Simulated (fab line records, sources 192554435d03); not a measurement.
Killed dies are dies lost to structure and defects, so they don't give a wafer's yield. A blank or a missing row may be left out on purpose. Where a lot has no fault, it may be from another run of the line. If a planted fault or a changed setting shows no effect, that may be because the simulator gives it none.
Struck lot and sound lot, side by side	flow n5 finfet	15 out of 1938 route steps
Sound: the wafers L827.3, L827.4, L827.5. Wafers struck: L838.2, L838.3, L838.4. The cause is given at the end.
Each step with rows lists, per side, the tool, then ch with its chambers, then its first start. Under that, the readings that differ: sound wafers	struck wafers	difference of the means	sigmas: that difference in standard deviations of wafers without a fault.
alike: words and numbers the same on both sides, and readings whose means are apart by under 2 such deviations; not compared: readings that were withheld, readings missing a value for some wafer, numbers with overlapping values and no deviation given by the record, and bounds like >300 which may hide the same value.
The two part at a step that has a row with sigmas, a row that says differs or no value, or rows on one side only. Numbers that don't overlap but have no deviation are shown without sigmas and don't part them. A reading that every wafer of one side lacks parts them only if that side has two wafers or more.

N5_BEOL_M8_CD_MEAS_35 targets a cd of 40 nm.
  sound on cd sem-02 at day 11 08:11; struck on cd sem-03 at day 14 18:39
  alike: cd nm
N5_BEOL_M8_CURE_75: cures SiCOH lowk, time 120 s.
  sound on uv cure-02 ch 1, day 11 08:40; struck on uv cure-03 ch 2, day 14 18:44
reading	sound	struck	difference	sigmas
wafer_temp_C_max	373.1 372.7 372.2	371.8 371.0 371.3	-1.3	-2
  alike: lamp power pct
then, 2 steps without rows for these wafers: N5_BEOL_M8_DEGAS_44 (time 60 s); N5_BEOL_M8_PRE_CLEAN_45 (time 30 s).
N5_BEOL_M8_ALD_77: deposits TaN, target thk 2 nm, pulse time 2 s, purge time 3 s.
  sound on ald metal-04 ch 0,2, day 11 09:43; struck on ald metal-03 ch 0,2,3, day 14 19:23
  alike: heater power w
then, 2 steps without rows for these wafers: N5_BEOL_M8_SURFACE_TREAT_79; N5_BEOL_M8_CVD_78 (deposits Co from CCTBA/H2, target thk 2 nm, time 142.3 s).
N5_BEOL_M8_SPUTTER_48: material Cu, target thk 10 nm, time 1.667 s.
  sound on pvd sputter-02 at day 11 11:47; struck on pvd sputter-02 at day 14 21:33
  alike: bias v, throttle valve pct
then, 2 steps without rows for these wafers: N5_BEOL_M8_ECD_50 (material Cu, target thk 300 nm); N5_BEOL_M8_ANNEAL_51 (time 90 s).
N5_BEOL_M8_CMP_52: polishes, stops on SiCOH lowk, t overpolish 6.9 s, target thk 80 nm.
  sound on cmp-04 ch 0,1,3, day 11 12:26; struck on cmp-03 ch 0,1,2, day 14 22:05
  alike: barrier field endpoint s, motor current A, overpolish run s, time to endpoint s
N5_BEOL_M8_THK_MEAS_53: measures by xrf.
  sound on film metro-02 at day 11 12:41; struck on film metro-02 at day 14 22:23
  alike: M8_THK
N5_BEOL_M8_PRE_CLEAN_55: time 15 s.
  sound on pecvd-02 ch 0,1, day 11 12:44; struck on pecvd-02 ch 0,1, day 14 22:25
reading	sound	struck	difference	sigmas
rf fwd power W (W)	296.2 293.2 293.7	273.0 277.8 276.5	-18.6	-11
N5_BEOL_M8_DEP_56: deposits SiCN from 3MS/NH3, target thk 10 nm, time 17.5 s.
  sound on pecvd-02 ch 0,1, day 11 12:47; struck on pecvd-02 ch 0,1, day 14 22:26
  alike: showerhead plenum p Torr, throttle valve pct
-- a jump in the record: the struck wafers' starts before and after are 3 days apart (it breaks off in module BEOL_M8 and resumes in module PASSIVATION, where the first step shown is number 1936 of the route) --
N5_PASSIVATION_PROBE_49:
  sound on prober-02 at day 14 10:56; struck on prober-02 at day 18 10:11
reading	sound	struck	difference	sigmas
defect limited yield (%)	89.9 89.4 86.9	92.6 91.4 92.5	+3.4	+2
killed at contacts	36 29 38	17 15 9	-21	-3
killed dies	119 125 154	87 102 89	-40	-2
killed open	92 81 107	49 79 54	-33	-3
sort_bin_6_memory (%)	4.4 4.2 4.6	3.0 3.2 2.4	-1.5	-2
sort_bin_8_speed (%)	0.42 0 0.08	0 0 0	+0	-4
sort n pass	1056 1055 1026	1093 1078 1091	+42	+2
sort yield pct (%)	89.5 89.4 86.9	92.6 91.4 92.5	+3.6	+3
  alike: killed_at_M0_to_M3, killed_at_M4_up, killed at front end, killed at other, killed short, sort_bin_5_function

WHERE THEY PART
Earliest at N5_BEOL_M8_CURE_75; latest, in this record, at N5_PASSIVATION_PROBE_49.

WHY: what the simulator had put in
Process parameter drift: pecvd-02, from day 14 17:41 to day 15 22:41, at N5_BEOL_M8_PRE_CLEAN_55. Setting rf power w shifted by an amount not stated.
